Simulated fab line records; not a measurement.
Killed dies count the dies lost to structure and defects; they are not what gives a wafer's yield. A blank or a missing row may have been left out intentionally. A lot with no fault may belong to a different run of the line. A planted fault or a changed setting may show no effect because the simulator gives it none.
Matching of chambers / flow n5Finfet / rieDiel-06 running N5_BEOL_M3_ETCH_69: 4 sister chambers
The step etches SiARC in CF4, target depth 15.6 nm, time 26 s. 36 wafers are shown with their chamber, then 12 later ones without.

## WAFERS, EACH WITH ITS CHAMBER
wafer=L075.1; chamber=2; showerheadPlenumPTorr (Torr)=2.21; throttleValvePct (%)=15.70; drypumpMotorCurrentA (A)=5.2
wafer=L075.2; chamber=0; showerheadPlenumPTorr (Torr)=2.09; throttleValvePct (%)=15.25; drypumpMotorCurrentA (A)=5.0
wafer=L075.6; chamber=2; showerheadPlenumPTorr (Torr)=2.21; throttleValvePct (%)=15.71; drypumpMotorCurrentA (A)=5.2
wafer=L078.2; chamber=0; showerheadPlenumPTorr (Torr)=2.09; throttleValvePct (%)=15.24; drypumpMotorCurrentA (A)=4.9
wafer=L078.3; chamber=3; showerheadPlenumPTorr (Torr)=2.05; throttleValvePct (%)=15.91; drypumpMotorCurrentA (A)=5.4
wafer=L078.6; chamber=0; showerheadPlenumPTorr (Torr)=2.09; throttleValvePct (%)=15.24; drypumpMotorCurrentA (A)=4.9
wafer=L079.1; chamber=2; showerheadPlenumPTorr (Torr)=2.20; throttleValvePct (%)=15.71; drypumpMotorCurrentA (A)=5.2
wafer=L079.4; chamber=3; showerheadPlenumPTorr (Torr)=2.05; throttleValvePct (%)=15.94; drypumpMotorCurrentA (A)=5.3
wafer=L079.6; chamber=2; showerheadPlenumPTorr (Torr)=2.20; throttleValvePct (%)=15.73; drypumpMotorCurrentA (A)=5.2
wafer=L080.2; chamber=0; showerheadPlenumPTorr (Torr)=2.09; throttleValvePct (%)=15.25; drypumpMotorCurrentA (A)=4.9
wafer=L080.4; chamber=3; showerheadPlenumPTorr (Torr)=2.05; throttleValvePct (%)=15.95; drypumpMotorCurrentA (A)=5.4
wafer=L080.5; chamber=3; showerheadPlenumPTorr (Torr)=2.05; throttleValvePct (%)=15.92; drypumpMotorCurrentA (A)=5.4
wafer=L082.1; chamber=0; showerheadPlenumPTorr (Torr)=2.09; throttleValvePct (%)=15.29; drypumpMotorCurrentA (A)=4.9
wafer=L082.2; chamber=3; showerheadPlenumPTorr (Torr)=2.05; throttleValvePct (%)=15.94; drypumpMotorCurrentA (A)=5.3
wafer=L082.3; chamber=2; showerheadPlenumPTorr (Torr)=2.20; throttleValvePct (%)=15.72; drypumpMotorCurrentA (A)=5.2
wafer=L082.4; chamber=1; showerheadPlenumPTorr (Torr)=2.05; throttleValvePct (%)=15.63; drypumpMotorCurrentA (A)=5.7
wafer=L082.5; chamber=1; showerheadPlenumPTorr (Torr)=2.05; throttleValvePct (%)=15.63; drypumpMotorCurrentA (A)=5.7
wafer=L082.6; chamber=2; showerheadPlenumPTorr (Torr)=2.20; throttleValvePct (%)=15.72; drypumpMotorCurrentA (A)=5.2
wafer=L085.1; chamber=3; showerheadPlenumPTorr (Torr)=2.04; throttleValvePct (%)=15.97; drypumpMotorCurrentA (A)=5.3
wafer=L085.4; chamber=0; showerheadPlenumPTorr (Torr)=2.08; throttleValvePct (%)=15.30; drypumpMotorCurrentA (A)=4.9
wafer=L085.6; chamber=0; showerheadPlenumPTorr (Torr)=2.08; throttleValvePct (%)=15.29; drypumpMotorCurrentA (A)=4.9
wafer=L089.1; chamber=2; showerheadPlenumPTorr (Torr)=2.20; throttleValvePct (%)=15.75; drypumpMotorCurrentA (A)=5.2
wafer=L089.2; chamber=3; showerheadPlenumPTorr (Torr)=2.04; throttleValvePct (%)=15.95; drypumpMotorCurrentA (A)=5.4
wafer=L089.3; chamber=1; showerheadPlenumPTorr (Torr)=2.05; throttleValvePct (%)=15.64; drypumpMotorCurrentA (A)=5.7
wafer=L089.4; chamber=0; showerheadPlenumPTorr (Torr)=2.08; throttleValvePct (%)=15.29; drypumpMotorCurrentA (A)=4.9
wafer=L089.5; chamber=1; showerheadPlenumPTorr (Torr)=2.05; throttleValvePct (%)=15.65; drypumpMotorCurrentA (A)=5.6
wafer=L089.6; chamber=0; showerheadPlenumPTorr (Torr)=2.08; throttleValvePct (%)=15.29; drypumpMotorCurrentA (A)=5.0
wafer=L076.3; chamber=2; showerheadPlenumPTorr (Torr)=2.20; throttleValvePct (%)=15.74; drypumpMotorCurrentA (A)=5.2
wafer=L076.4; chamber=0; showerheadPlenumPTorr (Torr)=2.08; throttleValvePct (%)=15.32; drypumpMotorCurrentA (A)=4.9
wafer=L076.6; chamber=2; showerheadPlenumPTorr (Torr)=2.20; throttleValvePct (%)=15.74; drypumpMotorCurrentA (A)=5.2
wafer=L088.2; chamber=0; showerheadPlenumPTorr (Torr)=2.08; throttleValvePct (%)=15.29; drypumpMotorCurrentA (A)=4.9
wafer=L088.3; chamber=2; showerheadPlenumPTorr (Torr)=2.20; throttleValvePct (%)=15.75; drypumpMotorCurrentA (A)=5.2
wafer=L088.6; chamber=1; showerheadPlenumPTorr (Torr)=2.05; throttleValvePct (%)=15.66; drypumpMotorCurrentA (A)=5.7
wafer=L091.2; chamber=3; showerheadPlenumPTorr (Torr)=2.04; throttleValvePct (%)=15.96; drypumpMotorCurrentA (A)=5.4
wafer=L091.5; chamber=2; showerheadPlenumPTorr (Torr)=2.20; throttleValvePct (%)=15.74; drypumpMotorCurrentA (A)=5.3
wafer=L091.6; chamber=3; showerheadPlenumPTorr (Torr)=2.04; throttleValvePct (%)=15.97; drypumpMotorCurrentA (A)=5.4

SIGNATURES, as means of the wafers listed above
reading=showerheadPlenumPTorr; chamber 0=2.0845; chamber 1=2.0500; chamber 2=2.2018; chamber 3=2.0456; scatter within a chamber=0.00454
reading=throttleValvePct; chamber 0=15.2773; chamber 1=15.6420; chamber 2=15.7282; chamber 3=15.9456; scatter within a chamber=0.0213
reading=drypumpMotorCurrentA; chamber 0=4.918; chamber 1=5.680; chamber 2=5.209; chamber 3=5.367; scatter within a chamber=0.0409
Rule: for a wafer and a chamber, the distance is found by dividing, reading by reading, the gap between the wafer's reading and the chamber's mean by the reading's scatter, squaring, summing and taking the root. The wafer belongs to the nearest chamber; if the next one is less than 2 further off, it can't be placed. The scatter is the square root of a quotient: the sum, over the shown wafers, of each reading's squared deviation from its chamber's mean, divided by wafers minus chambers.

## WAFERS WITHOUT THEIR CHAMBER
wafer=L092.1; showerheadPlenumPTorr (Torr)=2.04; throttleValvePct (%)=15.98; drypumpMotorCurrentA (A)=5.4
wafer=L092.2; showerheadPlenumPTorr (Torr)=2.08; throttleValvePct (%)=15.31; drypumpMotorCurrentA (A)=4.9
wafer=L092.4; showerheadPlenumPTorr (Torr)=2.20; throttleValvePct (%)=15.74; drypumpMotorCurrentA (A)=5.2
wafer=L095.2; showerheadPlenumPTorr (Torr)=2.20; throttleValvePct (%)=15.74; drypumpMotorCurrentA (A)=5.3
wafer=L095.5; showerheadPlenumPTorr (Torr)=2.04; throttleValvePct (%)=15.64; drypumpMotorCurrentA (A)=5.7
wafer=L095.6; showerheadPlenumPTorr (Torr)=2.20; throttleValvePct (%)=15.74; drypumpMotorCurrentA (A)=5.2
wafer=L096.2; showerheadPlenumPTorr (Torr)=2.04; throttleValvePct (%)=15.98; drypumpMotorCurrentA (A)=5.4
wafer=L096.5; showerheadPlenumPTorr (Torr)=2.04; throttleValvePct (%)=15.97; drypumpMotorCurrentA (A)=5.3
wafer=L096.6; showerheadPlenumPTorr (Torr)=2.08; throttleValvePct (%)=15.31; drypumpMotorCurrentA (A)=4.9
wafer=L097.1; showerheadPlenumPTorr (Torr)=2.04; throttleValvePct (%)=15.98; drypumpMotorCurrentA (A)=5.4
wafer=L097.5; showerheadPlenumPTorr (Torr)=2.20; throttleValvePct (%)=15.75; drypumpMotorCurrentA (A)=5.2
wafer=L097.6; showerheadPlenumPTorr (Torr)=2.04; throttleValvePct (%)=15.67; drypumpMotorCurrentA (A)=5.7

## CHAMBER TAKEN BY EACH
wafer=L092.1; from the rows above=3; in truth=3
wafer=L092.2; from the rows above=0; in truth=0
wafer=L092.4; from the rows above=2; in truth=2
wafer=L095.2; from the rows above=2; in truth=2
wafer=L095.5; from the rows above=1; in truth=1
wafer=L095.6; from the rows above=2; in truth=2
wafer=L096.2; from the rows above=3; in truth=3
wafer=L096.5; from the rows above=3; in truth=3
wafer=L096.6; from the rows above=0; in truth=0
wafer=L097.1; from the rows above=3; in truth=3
wafer=L097.5; from the rows above=2; in truth=2
wafer=L097.6; from the rows above=1; in truth=1
Correctly placed: 12 of 12. Number that these rows cannot place: 0. 0 placed wrongly.
